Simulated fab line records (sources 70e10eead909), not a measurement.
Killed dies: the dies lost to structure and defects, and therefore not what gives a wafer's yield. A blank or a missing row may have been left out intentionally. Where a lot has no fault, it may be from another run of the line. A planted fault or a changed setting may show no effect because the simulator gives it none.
Check for tools in common + flow nandHarc + 1 lot, 3 wafers sampled

== WHY THIS WAS OPENED ==
At NHARC_END_SORT_01 the reading killedAtPeriphery is flagged on 1 of 1 lot. Wafers without a fault read 3.6, standard deviation 2.8.
Rule: a lot gets a flag if all its wafers with a number sit over 4 standard deviations from that mean, or if no wafer of it has a number. The other lots count as sound.

| lot  | measured     | on        | killedAtPeriphery, wafer by wafer | flag    |
|------|--------------|-----------|-----------------------------------|---------|
| L168 | day 21 01:43 | prober-02 | 653 653 649                       | FLAGGED |
The numbers of the flagged lots are 651.7 on average: +648.1 against the usual, or +99 or more standard deviations.

== WHICH TOOL RAN EACH LOT ==
The record holds 3 process steps before the reading, out of a route of 1159 steps. Cell contents, in order: the tool; ch with the chambers the sampled wafers went through; the start.
| lot  | flag    | NHARC_P_ZERO_WELL_DESCUM_39    | NHARC_P_GATE_EXPOSE_08          | NHARC_P_GATE_STRIP_111             |
|------|---------|--------------------------------|---------------------------------|------------------------------------|
| L168 | FLAGGED | rieDiel-12 ch 1,2, day 3 10:23 | krfScanner-04 ch 0, day 5 20:28 | plasmaAsher-01 ch 0,1, day 7 00:06 |
These steps, and what they do:
- NHARC_P_ZERO_WELL_DESCUM_39: chemistry O2, time 3 s.
- NHARC_P_GATE_EXPOSE_08: exposes mask P HV.
- NHARC_P_GATE_STRIP_111: strips in N2/H2, time 250 s.
- NHARC_END_SORT_01

== FLAGGED OVER TOTAL, TOOL BY TOOL (the gauges that took the reading come last) ==
| step                        | tool           | lots run | flagged | share of the flagged lots | sound lots run after its first flagged lot |
|-----------------------------|----------------|----------|---------|---------------------------|--------------------------------------------|
| NHARC_P_ZERO_WELL_DESCUM_39 | rieDiel-12     | 1        | 1       | all                       | 0                                          |
| NHARC_P_GATE_EXPOSE_08      | krfScanner-04  | 1        | 1       | all                       | 0                                          |
| NHARC_P_GATE_STRIP_111      | plasmaAsher-01 | 1        | 1       | all                       | 0                                          |
| NHARC_END_SORT_01           | prober-02      | 1        | 1       | all                       | 0                                          |

== WHAT THE TABLE ALLOWS ==
4 rows of the table ran every flagged lot: rieDiel-12 at NHARC_P_ZERO_WELL_DESCUM_39, krfScanner-04 at NHARC_P_GATE_EXPOSE_08, plasmaAsher-01 at NHARC_P_GATE_STRIP_111, prober-02 at NHARC_END_SORT_01.
- rieDiel-12 at NHARC_P_ZERO_WELL_DESCUM_39: 1 of its 1 lot flagged. Because this sample shows no sound lot run on it before its first flagged lot, the start cannot be pinned down more closely.
- krfScanner-04 at NHARC_P_GATE_EXPOSE_08: 1 of its 1 lot flagged. Because this sample shows no sound lot run on it before its first flagged lot, the start cannot be pinned down more closely.
- plasmaAsher-01 at NHARC_P_GATE_STRIP_111: 1 of its 1 lot flagged. Because this sample shows no sound lot run on it before its first flagged lot, the start cannot be pinned down more closely.
- prober-02 at NHARC_END_SORT_01: 1 of its 1 lot flagged. Because this sample shows no sound lot run on it before its first flagged lot, the start cannot be pinned down more closely.
Because each of these 4 tools fits a fault that began at some hour, counting lots does not separate them. More lots, or a look at what each step does to the wafer, might.

== WHAT WAS PUT IN BY THE SIMULATOR ==
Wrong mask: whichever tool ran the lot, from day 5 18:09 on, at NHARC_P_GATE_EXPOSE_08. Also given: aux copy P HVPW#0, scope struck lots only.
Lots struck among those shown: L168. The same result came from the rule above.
